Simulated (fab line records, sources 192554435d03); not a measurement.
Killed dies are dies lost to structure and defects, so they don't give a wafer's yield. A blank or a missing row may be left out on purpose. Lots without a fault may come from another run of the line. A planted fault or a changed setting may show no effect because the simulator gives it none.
Which tool did it? | flow n5_finfet | 24 lots, 72 wafers sampled, at 6 steps of a route of 1938

WHAT THE GAUGES READ, wafer by wafer
The record holds no reading of a measuring or inspecting step that can be judged against a usual standard deviation.

WHICH TOOL RAN EACH LOT (tool, then ch and the chambers of the sampled wafers, then the start)
lot  | N5_BEOL_M4_SPUTTER_96        | N5_BEOL_M4_CMP_52             | N5_BEOL_M4_CO_CAP_55             | N5_BEOL_M5_CURE_79            | N5_BEOL_M5_ETCH_62                 | N5_BEOL_M5_STRIP_19
L075 | pvd_sputter-02, day 8 14:25  | cmp-03 ch 0,1,2, day 8 14:55  | cvd_co-01 ch 0,1, day 8 15:17    | uv_cure-01 ch 1, day 8 16:44  | rie_diel-06 ch 0,3, day 8 18:33    | rie_diel-06 ch 1,3, day 8 18:50
L074 | pvd_sputter-01, day 8 15:56  | cmp-01 ch 0,2,3, day 8 16:33  | cvd_co-02 ch 0,1, day 8 16:49    | uv_cure-01 ch 1, day 8 18:19  | rie_diel-06 ch 0,2,3, day 8 19:58  | rie_diel-02 ch 0,3, day 8 20:29
L076 | pvd_sputter-02, day 8 17:32  | cmp-03 ch 0,1,2, day 8 18:05  | cvd_co-01 ch 0,2, day 8 18:25    | uv_cure-03 ch 1, day 8 19:45  | rie_diel-02 ch 0,2,3, day 8 21:14  | rie_diel-06 ch 0,2,3, day 8 21:36
L077 | pvd_sputter-03, day 8 20:02  | cmp-04 ch 1,2, day 8 20:31    | cvd_co-01 ch 0,1,2, day 8 20:53  | uv_cure-03 ch 0, day 8 22:09  | rie_diel-06 ch 1,2,3, day 9 03:07  | rie_diel-06 ch 1,2,3, day 9 03:31
L078 | pvd_sputter-03, day 8 22:05  | cmp-03 ch 1,2,3, day 8 22:38  | cvd_co-02 ch 0,1,2, day 8 22:59  | uv_cure-03 ch 0, day 9 00:41  | rie_diel-06 ch 1,2, day 9 03:38    | rie_diel-06 ch 2,3, day 9 03:55
L079 | pvd_sputter-02, day 8 22:14  | cmp-03 ch 2,3, day 8 22:58    | cvd_co-02 ch 1,2, day 8 23:20    | uv_cure-02 ch 2, day 9 01:07  | rie_diel-06 ch 1,3, day 9 05:01    | rie_diel-04 ch 2,3, day 9 05:18
L080 | pvd_sputter-01, day 9 16:43  | cmp-01 ch 0,1,2, day 9 17:15  | cvd_co-02 ch 1,2, day 9 17:35    | uv_cure-02 ch 0, day 9 18:55  | rie_diel-02 ch 2,3, day 9 20:38    | rie_diel-02 ch 0,1,2, day 9 20:55
L081 | pvd_sputter-02, day 9 19:31  | cmp-04 ch 2,3, day 9 20:02    | cvd_co-02 ch 0,1,2, day 9 20:22  | uv_cure-01 ch 2, day 9 21:41  | rie_diel-02 ch 0,2, day 10 00:26   | rie_diel-04 ch 0,1, day 10 00:49
L082 | pvd_sputter-02, day 10 09:45 | cmp-03 ch 0,2, day 10 10:17   | cvd_co-01 ch 0,2, day 10 10:37   | uv_cure-02 ch 0, day 10 11:53 | rie_diel-06 ch 0,2,3, day 10 13:20 | rie_diel-06 ch 2,3, day 10 13:37
L083 | pvd_sputter-03, day 10 14:28 | cmp-04 ch 0,2,3, day 10 15:37 | cvd_co-01 ch 0,1,2, day 10 16:00 | uv_cure-03 ch 0, day 10 17:15 | rie_diel-06 ch 0,2,3, day 10 19:08 | rie_diel-06 ch 0,2,3, day 10 19:25
L084 | pvd_sputter-03, day 10 21:00 | cmp-01 ch 0,3, day 10 21:32   | cvd_co-01 ch 0,1,2, day 10 21:52 | uv_cure-02 ch 1, day 10 23:12 | rie_diel-06 ch 2,3, day 11 02:30   | rie_diel-02 ch 1,2, day 11 02:50
L085 | pvd_sputter-03, day 10 22:55 | cmp-03 ch 0,2, day 10 23:25   | cvd_co-02 ch 0,2, day 10 23:47   | uv_cure-01 ch 0, day 11 01:12 | rie_diel-04 ch 0,1, day 11 02:56   | rie_diel-02 ch 0,2, day 11 03:27
L087 | pvd_sputter-03, day 11 06:28 | cmp-03 ch 0,2,3, day 11 06:58 | cvd_co-01 ch 0,1, day 11 07:21   | uv_cure-03 ch 0, day 11 08:43 | rie_diel-04 ch 0,3, day 11 12:40   | rie_diel-02 ch 1,2,3, day 11 12:56
L088 | pvd_sputter-01, day 11 11:49 | cmp-04 ch 2,3, day 11 12:19   | cvd_co-01 ch 0,1, day 11 12:52   | uv_cure-01 ch 0, day 11 14:22 | rie_diel-04 ch 0,1,2, day 11 16:14 | rie_diel-06 ch 1,2, day 11 16:37
L089 | pvd_sputter-03, day 11 14:35 | cmp-01 ch 1,2,3, day 11 15:05 | cvd_co-02 ch 1,2, day 11 15:28   | uv_cure-02 ch 1, day 11 16:45 | rie_diel-06 ch 0,1,3, day 11 18:59 | rie_diel-06 ch 0,1,3, day 11 19:16
L086 | pvd_sputter-02, day 11 15:02 | cmp-03 ch 0,2, day 11 16:03   | cvd_co-02 ch 0,2, day 11 16:31   | uv_cure-02 ch 2, day 11 17:53 | rie_diel-02 ch 0,2,3, day 11 19:49 | rie_diel-02 ch 1,2,3, day 11 20:05
L090 | pvd_sputter-01, day 11 21:39 | cmp-04 ch 1,2,3, day 11 22:11 | cvd_co-02 ch 0,1, day 11 22:31   | uv_cure-03 ch 1, day 11 23:49 | rie_diel-02 ch 0,1,3, day 12 04:56 | rie_diel-04 ch 0,1, day 12 05:13
L092 | pvd_sputter-02, day 12 09:12 | cmp-01 ch 0,1,2, day 12 09:45 | cvd_co-01 ch 0,2, day 12 10:05   | uv_cure-01 ch 2, day 12 11:31 | rie_diel-06 ch 0,1,2, day 12 16:04 | rie_diel-02 ch 0,1,2, day 12 16:28
L091 | pvd_sputter-01, day 12 14:52 | cmp-01 ch 0,2,3, day 12 15:24 | cvd_co-01 ch 0,1,2, day 12 15:44 | uv_cure-03 ch 0, day 12 17:00 | rie_diel-02 ch 0,1,2, day 12 21:29 | rie_diel-06 ch 1,2,3, day 12 22:14
L093 | pvd_sputter-03, day 12 19:52 | cmp-03 ch 0,3, day 12 20:22   | cvd_co-01 ch 0,1, day 12 20:44   | uv_cure-02 ch 1, day 12 21:59 | rie_diel-06 ch 1,2,3, day 13 00:31 | rie_diel-06 ch 1,2, day 13 01:02
L094 | pvd_sputter-03, day 13 04:33 | cmp-01 ch 0,2, day 13 05:05   | cvd_co-02 ch 0,2, day 13 05:25   | uv_cure-01 ch 2, day 13 06:40 | rie_diel-06 ch 1,2, day 13 08:01   | rie_diel-06 ch 0,1,3, day 13 08:20
L095 | pvd_sputter-01, day 13 04:58 | cmp-04 ch 0,1,2, day 13 05:32 | cvd_co-02 ch 1,2, day 13 05:49   | uv_cure-03 ch 0, day 13 07:11 | rie_diel-02 ch 0,1,2, day 13 10:43 | rie_diel-06 ch 0,1,2, day 13 11:04
L096 | pvd_sputter-02, day 13 13:32 | cmp-01 ch 0,1, day 13 14:04   | cvd_co-02 ch 1,2, day 13 14:24   | uv_cure-03 ch 1, day 13 15:44 | rie_diel-02 ch 0,3, day 13 17:33   | rie_diel-06 ch 0,1, day 13 17:50
L097 | pvd_sputter-03, day 13 18:03 | cmp-04 ch 0,1,3, day 13 18:39 | cvd_co-01 ch 0,1,2, day 13 18:57 | uv_cure-02 ch 1, day 13 21:11 | rie_diel-02 ch 0,2,3, day 13 23:23 | rie_diel-02 ch 0,2,3, day 13 23:38
- N5_BEOL_M4_SPUTTER_96: material Cu, target thk 4.5 nm, time 8.29 s.
- N5_BEOL_M4_CMP_52: polishes, stops on SiOC, t overpolish 6.8 s, target thk 40 nm.
- N5_BEOL_M4_CO_CAP_55: material Co, precursor CCTBA/H2, target thk 2 nm, time 102.1 s.
- N5_BEOL_M5_CURE_79: cures SiCOH lowk, time 240 s.
- N5_BEOL_M5_ETCH_62: etches SOC in N2/H2, target depth 75 nm, overetch 15 nm, time 112.5 s.
- N5_BEOL_M5_STRIP_19: strips in O2.

WHAT THE TOOLS THEMSELVES READ (means of the sampled wafers that have a number; where no wafer has one, the mark that the record gives instead)
N5_BEOL_M4_SPUTTER_96. Usual: chuck_sensor_temp_C -16.2 C, standard deviation 0.47; throttle_valve_pct 30.6 %, standard deviation 0.78.
lot  | tool           | chuck_sensor_temp_C (C) | throttle_valve_pct (%) | flag
L075 | pvd_sputter-02 | -16.5                   | 30.0                   |
L074 | pvd_sputter-01 | -16.3                   | 29.7                   |
L076 | pvd_sputter-02 | -16.3                   | 30.2                   |
L077 | pvd_sputter-03 | -16.0                   | 31.7                   |
L078 | pvd_sputter-03 | -16.1                   | 30.8                   |
L079 | pvd_sputter-02 | -16.5                   | 29.9                   |
L080 | pvd_sputter-01 | -15.8                   | 30.5                   |
L081 | pvd_sputter-02 | -16.6                   | 29.7                   |
L082 | pvd_sputter-02 | -16.4                   | 30.0                   |
L083 | pvd_sputter-03 | -16.1                   | 31.5                   |
L084 | pvd_sputter-03 | -16.2                   | 31.0                   |
L085 | pvd_sputter-03 | -16.1                   | 31.1                   |
L087 | pvd_sputter-03 | -16.1                   | 31.1                   |
L088 | pvd_sputter-01 | -16.4                   | 29.6                   |
L089 | pvd_sputter-03 | -16.1                   | 31.2                   |
L086 | pvd_sputter-02 | -16.1                   | 30.8                   |
L090 | pvd_sputter-01 | -16.2                   | 30.4                   |
L092 | pvd_sputter-02 | -16.9                   | 29.6                   |
L091 | pvd_sputter-01 | -15.9                   | 30.0                   |
L093 | pvd_sputter-03 | -16.0                   | 31.4                   |
L094 | pvd_sputter-03 | -15.9                   | 31.1                   |
L095 | pvd_sputter-01 | -15.4                   | 30.2                   |
L096 | pvd_sputter-02 | -16.4                   | 30.3                   |
L097 | pvd_sputter-03 | -16.2                   | 30.9                   |

N5_BEOL_M4_CMP_52. Usual: barrier_field_endpoint_s 24.7 s, standard deviation 0.73; motor_current_A 6.0 A, standard deviation 0.47; overpolish_run_s 6.800 s, standard deviation 0.0091; time_to_endpoint_s 62 s, standard deviation 3.1.
lot  | tool   | barrier_field_endpoint_s (s) | motor_current_A (A) | overpolish_run_s (s) | time_to_endpoint_s (s) | flag
L075 | cmp-03 | 24.9                         | 6.3                 | 6.798                | 64                     |
L074 | cmp-01 | 24.6                         | 5.5                 | 6.804                | 62                     |
L076 | cmp-03 | 24.8                         | 6.4                 | 6.796                | 64                     |
L077 | cmp-04 | 25.6                         | 5.9                 | 6.805                | 68                     |
L078 | cmp-03 | 24.8                         | 6.2                 | 6.798                | 63                     |
L079 | cmp-03 | 24.5                         | 5.7                 | 6.798                | 62                     |
L080 | cmp-01 | 24.0                         | 6.1                 | 6.804                | 57                     |
L081 | cmp-04 | 25.6                         | 5.9                 | 6.802                | 66                     |
L082 | cmp-03 | 24.2                         | 6.1                 | 6.804                | 63                     |
L083 | cmp-04 | 25.2                         | 5.8                 | 6.801                | 64                     |
L084 | cmp-01 | 24.2                         | 5.3                 | 6.805                | 59                     |
L085 | cmp-03 | 25.4                         | 6.1                 | 6.811                | 64                     |
L087 | cmp-03 | 25.6                         | 6.0                 | 6.796                | 63                     |
L088 | cmp-04 | 25.8                         | 5.9                 | 6.795                | 65                     |
L089 | cmp-01 | 23.5                         | 6.1                 | 6.804                | 59                     |
L086 | cmp-03 | 24.6                         | 6.3                 | 6.797                | 60                     |
L090 | cmp-04 | 24.5                         | 6.0                 | 6.808                | 64                     |
L092 | cmp-01 | 23.7                         | 5.9                 | 6.803                | 57                     |
L091 | cmp-01 | 23.1                         | 5.7                 | 6.796                | 57                     |
L093 | cmp-03 | 24.5                         | 5.8                 | 6.792                | 62                     |
L094 | cmp-01 | 24.8                         | 5.7                 | 6.796                | 63                     |
L095 | cmp-04 | 25.1                         | 5.7                 | 6.805                | 64                     |
L096 | cmp-01 | 24.7                         | 6.0                 | 6.792                | 59                     |
L097 | cmp-04 | 25.4                         | 5.9                 | 6.798                | 65                     |

N5_BEOL_M4_CO_CAP_55. Usual: heater_power_w 226 W, standard deviation 15.
lot  | tool      | heater_power_w (W) | flag
L075 | cvd_co-01 | 216                |
L074 | cvd_co-02 | 229                |
L076 | cvd_co-01 | 241                |
L077 | cvd_co-01 | 225                |
L078 | cvd_co-02 | 225                |
L079 | cvd_co-02 | 230                |
L080 | cvd_co-02 | 227                |
L081 | cvd_co-02 | 228                |
L082 | cvd_co-01 | 241                |
L083 | cvd_co-01 | 227                |
L084 | cvd_co-01 | 221                |
L085 | cvd_co-02 | 224                |
L087 | cvd_co-01 | 219                |
L088 | cvd_co-01 | 220                |
L089 | cvd_co-02 | 230                |
L086 | cvd_co-02 | 225                |
L090 | cvd_co-02 | 228                |
L092 | cvd_co-01 | 236                |
L091 | cvd_co-01 | 225                |
L093 | cvd_co-01 | 236                |
L094 | cvd_co-02 | 225                |
L095 | cvd_co-02 | 229                |
L096 | cvd_co-02 | 229                |
L097 | cvd_co-01 | 222                |

N5_BEOL_M5_CURE_79. Usual: lamp_power_pct 52.31 %, standard deviation 0.053; wafer_temp_C_max 387.0, standard deviation 0.79.
lot  | tool       | lamp_power_pct (%) | wafer_temp_C_max | flag
L075 | uv_cure-01 | 52.35              | 387.0            |
L074 | uv_cure-01 | 52.31              | 387.5            |
L076 | uv_cure-03 | 52.32              | 386.7            |
L077 | uv_cure-03 | 52.29              | 387.3            |
L078 | uv_cure-03 | 52.31              | 387.3            |
L079 | uv_cure-02 | 52.33              | 387.3            |
L080 | uv_cure-02 | 52.32              | 387.6            |
L081 | uv_cure-01 | 52.31              | 388.2            |
L082 | uv_cure-02 | 52.34              | 388.1            |
L083 | uv_cure-03 | 52.34              | 387.2            |
L084 | uv_cure-02 | 52.24              | 385.8            |
L085 | uv_cure-01 | 52.31              | 386.2            |
L087 | uv_cure-03 | 52.32              | 387.0            |
L088 | uv_cure-01 | 52.28              | 386.2            |
L089 | uv_cure-02 | 52.28              | 386.1            |
L086 | uv_cure-02 | 52.30              | 387.0            |
L090 | uv_cure-03 | 52.29              | 386.1            |
L092 | uv_cure-01 | 52.26              | 388.0            |
L091 | uv_cure-03 | 52.28              | 387.0            |
L093 | uv_cure-02 | 52.29              | 386.2            |
L094 | uv_cure-01 | 52.33              | 387.6            |
L095 | uv_cure-03 | 52.32              | 387.5            |
L096 | uv_cure-03 | 52.32              | 386.4            |
L097 | uv_cure-02 | 52.32              | 385.6            |

N5_BEOL_M5_ETCH_62. Usual: drypump_motor_current_A 5.84 A, standard deviation 0.26; oes_product_au 0.61 a.u., standard deviation 0.068; rf_vpp_V 524.2 V, standard deviation 2.3; showerhead_plenum_p_Torr 2.56 Torr, standard deviation 0.077; throttle_valve_pct 17.90 %, standard deviation 0.24.
lot  | tool        | drypump_motor_current_A (A) | oes_product_au (a.u.) | rf_vpp_V (V) | showerhead_plenum_p_Torr (Torr) | throttle_valve_pct (%) | flag
L075 | rie_diel-06 | 6.07                        | 0.61                  | 523.6        | 2.51                            | 17.97                  |
L074 | rie_diel-06 | 5.93                        | 0.58                  | 523.9        | 2.57                            | 18.00                  |
L076 | rie_diel-02 | 5.65                        | 0.59                  | 523.3        | 2.53                            | 17.93                  |
L077 | rie_diel-06 | 5.95                        | 0.59                  | 524.5        | 2.57                            | 17.93                  |
L078 | rie_diel-06 | 5.84                        | 0.57                  | 526.3        | 2.63                            | 17.96                  |
L079 | rie_diel-06 | 6.09                        | 0.61                  | 522.3        | 2.51                            | 17.89                  |
L080 | rie_diel-02 | 5.52                        | 0.56                  | 524.0        | 2.55                            | 17.93                  |
L081 | rie_diel-02 | 5.84                        | 0.60                  | 522.7        | 2.50                            | 17.95                  |
L082 | rie_diel-06 | 5.92                        | 0.58                  | 524.9        | 2.56                            | 18.02                  |
L083 | rie_diel-06 | 5.92                        | 0.57                  | 524.3        | 2.56                            | 18.03                  |
L084 | rie_diel-06 | 5.89                        | 0.59                  | 524.9        | 2.57                            | 17.99                  |
L085 | rie_diel-04 | 5.98                        | 0.63                  | 526.6        | 2.67                            | 18.13                  |
L087 | rie_diel-04 | 5.60                        | 0.57                  | 524.5        | 2.56                            | 18.21                  |
L088 | rie_diel-04 | 5.97                        | 0.65                  | 525.4        | 2.61                            | 17.79                  |
L089 | rie_diel-06 | 5.98                        | 0.70                  | 523.6        | 2.55                            | 17.69                  |
L086 | rie_diel-02 | 5.68                        | 0.65                  | 524.0        | 2.52                            | 17.81                  |
L090 | rie_diel-02 | 5.87                        | 0.64                  | 523.3        | 2.54                            | 17.94                  |
L092 | rie_diel-06 | 5.86                        | 0.68                  | 526.5        | 2.61                            | 17.72                  |
L091 | rie_diel-02 | 5.76                        | 0.57                  | 521.6        | 2.48                            | 18.01                  |
L093 | rie_diel-06 | 5.95                        | 0.63                  | 524.2        | 2.56                            | 17.83                  |
L094 | rie_diel-06 | 5.84                        | 0.61                  | 526.1        | 2.61                            | 17.85                  |
L095 | rie_diel-02 | 5.76                        | 0.57                  | 522.1        | 2.48                            | 18.02                  |
L096 | rie_diel-02 | 5.93                        | 0.63                  | 523.6        | 2.54                            | 17.96                  |
L097 | rie_diel-02 | 5.68                        | 0.63                  | 523.5        | 2.51                            | 17.85                  |

N5_BEOL_M5_STRIP_19. Usual: drypump_motor_current_A 5.85 A, standard deviation 0.25; oes_product_au 0.78 a.u., standard deviation 0.093; rf_vpp_V 3.7 V, standard deviation 0.54; showerhead_plenum_p_Torr 2.11 Torr, standard deviation 0.06; throttle_valve_pct 16.78 %, standard deviation 0.23.
lot  | tool        | drypump_motor_current_A (A) | oes_product_au (a.u.) | rf_vpp_V (V) | showerhead_plenum_p_Torr (Torr) | throttle_valve_pct (%) | flag
L075 | rie_diel-06 | 6.08                        | 0.77                  | 4.0          | 2.07                            | 16.79                  |
L074 | rie_diel-02 | 5.75                        | 0.71                  | 3.4          | 2.13                            | 16.92                  |
L076 | rie_diel-06 | 5.92                        | 0.74                  | 3.6          | 2.12                            | 16.89                  |
L077 | rie_diel-06 | 5.94                        | 0.75                  | 3.9          | 2.12                            | 16.81                  |
L078 | rie_diel-06 | 6.02                        | 0.78                  | 3.3          | 2.08                            | 16.78                  |
L079 | rie_diel-04 | 5.68                        | 0.84                  | 3.8          | 2.06                            | 16.35                  |
L080 | rie_diel-02 | 5.77                        | 0.74                  | 3.7          | 2.06                            | 16.84                  |
L081 | rie_diel-04 | 6.10                        | 0.87                  | 3.6          | 2.22                            | 16.83                  |
L082 | rie_diel-06 | 5.88                        | 0.75                  | 3.3          | 2.12                            | 16.80                  |
L083 | rie_diel-06 | 5.91                        | 0.73                  | 3.7          | 2.11                            | 16.92                  |
L084 | rie_diel-02 | 5.68                        | 0.71                  | 3.5          | 2.05                            | 16.89                  |
L085 | rie_diel-02 | 5.57                        | 0.75                  | 4.3          | 2.04                            | 16.72                  |
L087 | rie_diel-02 | 5.62                        | 0.82                  | 3.9          | 2.08                            | 16.70                  |
L088 | rie_diel-06 | 5.89                        | 0.87                  | 3.8          | 2.16                            | 16.52                  |
L089 | rie_diel-06 | 5.98                        | 0.90                  | 3.7          | 2.11                            | 16.62                  |
L086 | rie_diel-02 | 5.59                        | 0.81                  | 4.2          | 2.08                            | 16.71                  |
L090 | rie_diel-04 | 5.97                        | 0.79                  | 3.6          | 2.19                            | 16.98                  |
L092 | rie_diel-02 | 5.77                        | 0.73                  | 3.3          | 2.05                            | 16.89                  |
L091 | rie_diel-06 | 5.96                        | 0.80                  | 3.8          | 2.11                            | 16.70                  |
L093 | rie_diel-06 | 5.88                        | 0.84                  | 4.0          | 2.15                            | 16.55                  |
L094 | rie_diel-06 | 5.98                        | 0.86                  | 3.5          | 2.10                            | 16.65                  |
L095 | rie_diel-06 | 5.85                        | 0.84                  | 4.4          | 2.15                            | 16.65                  |
L096 | rie_diel-06 | 5.92                        | 0.91                  | 3.0          | 2.15                            | 16.50                  |
L097 | rie_diel-02 | 5.67                        | 0.80                  | 3.8          | 2.08                            | 16.71                  |

THE ANSWER, worked out from the rows above alone
Rule: a lot is off if the mean of its wafers that have a number lies more than 3 standard deviations from the usual mean. A lot without any number at a reading at which 4 lots or more have one is off too. The other lots that the step has rows for count as sound. The gauges are gone through in route order, then the tools' own readings, and for those a lot's mean is taken as printed above. The first step at which some lot is off is used, and at that step the reading that is off furthest; a lot without a number counts as furthest.
No lot is off at any reading shown: from this, nothing can be told.

WHAT THE SIMULATOR HAD PUT IN
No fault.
